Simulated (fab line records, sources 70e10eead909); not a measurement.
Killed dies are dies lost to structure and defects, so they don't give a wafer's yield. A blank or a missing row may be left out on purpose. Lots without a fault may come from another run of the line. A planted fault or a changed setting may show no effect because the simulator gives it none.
Which tool did it? | flow nand_harc | 24 lots, 72 wafers sampled, at 2 steps of a route of 1302

WHAT THE GAUGES READ, wafer by wafer
NHARC_A_SLIT_CD_MEAS_21.
lot  | measured     | on        | cd_nm (nm)
L074 | day 19 20:31 | cd_sem-03 | 289.7 289.6 289.0
L075 | day 20 00:17 | cd_sem-02 | 289.5 289.0 289.2
L076 | day 20 15:36 | cd_sem-02 | 287.9 288.6 288.9
L077 | day 21 08:36 | cd_sem-03 | 289.0 288.8 288.6
L078 | day 21 20:19 | cd_sem-01 | 289.5 289.1 289.3
L080 | day 22 05:35 | cd_sem-03 | 289.5 289.4 290.6
L079 | day 22 09:04 | cd_sem-02 | 289.7 289.5 290.5
L083 | day 23 07:49 | cd_sem-02 | 288.9 288.2 289.0
L081 | day 23 08:18 | cd_sem-01 | 289.8 290.1 289.7
L082 | day 23 11:36 | cd_sem-01 | 290.6 289.8 290.4
L084 | day 24 20:13 | cd_sem-03 | 289.8 289.4 289.6
L085 | day 24 20:35 | cd_sem-03 | 290.1 289.8 290.1
L086 | day 25 01:43 | cd_sem-01 | 289.7 289.5 290.3
L087 | day 25 10:12 | cd_sem-02 | 290.2 289.9 289.5
L089 | day 25 18:17 | cd_sem-03 | 288.6 288.0 288.3
L088 | day 25 18:23 | cd_sem-01 | 288.0 288.4 289.0
L091 | day 27 00:07 | cd_sem-03 | 287.7 288.7 287.8
L090 | day 27 03:06 | cd_sem-02 | 290.2 290.1 289.7
L092 | day 28 02:46 | cd_sem-02 | 289.8 289.8 290.1
L093 | day 28 04:44 | cd_sem-03 | 290.6 289.6 290.3
L096 | day 28 22:53 | cd_sem-02 | 289.4 289.2 289.6
L095 | day 29 02:18 | cd_sem-01 | 289.6 290.2 290.2
L097 | day 29 02:35 | cd_sem-03 | 289.3 290.1 289.9
L094 | day 29 06:28 | cd_sem-03 | 289.8 290.1 289.5

NHARC_A_CONTACT_INSPECT_44.
lot  | measured     | on                | raw_defect_count
L074 | day 21 05:36 | defect_inspect-02 | 13 17 16
L075 | day 21 08:26 | defect_inspect-01 | 119 121 111
L076 | day 22 04:34 | defect_inspect-01 | 18 24 26
L077 | day 22 20:28 | defect_inspect-02 | 102 101 97
L078 | day 23 05:58 | defect_inspect-02 | 112 105 98
L080 | day 23 12:05 | defect_inspect-02 | 61 78 87
L079 | day 23 16:59 | defect_inspect-02 | 97 92 124
L083 | day 24 21:47 | defect_inspect-01 | 76 80 91
L081 | day 24 20:26 | defect_inspect-02 | 98 114 101
L082 | day 24 23:38 | defect_inspect-01 | 130 127 118
L084 | day 26 02:56 | defect_inspect-02 | 119 108 114
L085 | day 26 02:41 | defect_inspect-01 | 74 91 79
L086 | day 26 08:37 | defect_inspect-01 | 74 68 85
L087 | day 26 17:03 | defect_inspect-02 | 134 145 125
L089 | day 27 08:33 | defect_inspect-01 | 106 103 109
L088 | day 27 08:21 | defect_inspect-02 | 40 42 36
L091 | day 28 07:35 | defect_inspect-02 | 102 86 104
L090 | day 28 13:31 | defect_inspect-02 | 79 72 67
L092 | day 29 11:10 | defect_inspect-02 | 114 104 125
L093 | day 29 16:39 | defect_inspect-01 | 23 25 24
L096 | day 30 06:44 | defect_inspect-01 | 65 79 71
L095 | day 30 06:53 | defect_inspect-01 | 70 77 78
L097 | day 30 11:45 | defect_inspect-01 | 112 121 120
L094 | day 30 15:59 | defect_inspect-02 | 68 85 75

WHICH TOOL RAN EACH LOT (tool, then ch and the chambers of the sampled wafers, then the start)
The record holds no process step before these readings.

WHAT THE TOOLS THEMSELVES READ (means of the sampled wafers that have a number; where no wafer has one, the mark that the record gives instead)
The record holds no such reading with a usual standard deviation.

THE ANSWER, worked out from the rows above alone
Rule: what is usual is taken from the lots themselves. Put in order of their means at a reading, lots are off if they are a third of the lots or fewer, leave a main group of 4 or more, and stand apart from it by a gap of 3 or more times the standard deviation of the main group's means; of several such gaps the widest counts. A main group whose means are all the same, to the digits that the tables above print for the reading, isn't used. A lot without any number at a reading at which 4 lots or more have one is off too. The other lots that the step has rows for count as sound. The gauges are gone through in route order, then the tools' own readings, and for those a lot's mean is taken as printed above. The first step at which some lot is off is used, and at that step the reading that is off furthest; a lot without a number counts as furthest.
No lot is off at any reading shown: from this, nothing can be told.

WHAT THE SIMULATOR HAD PUT IN
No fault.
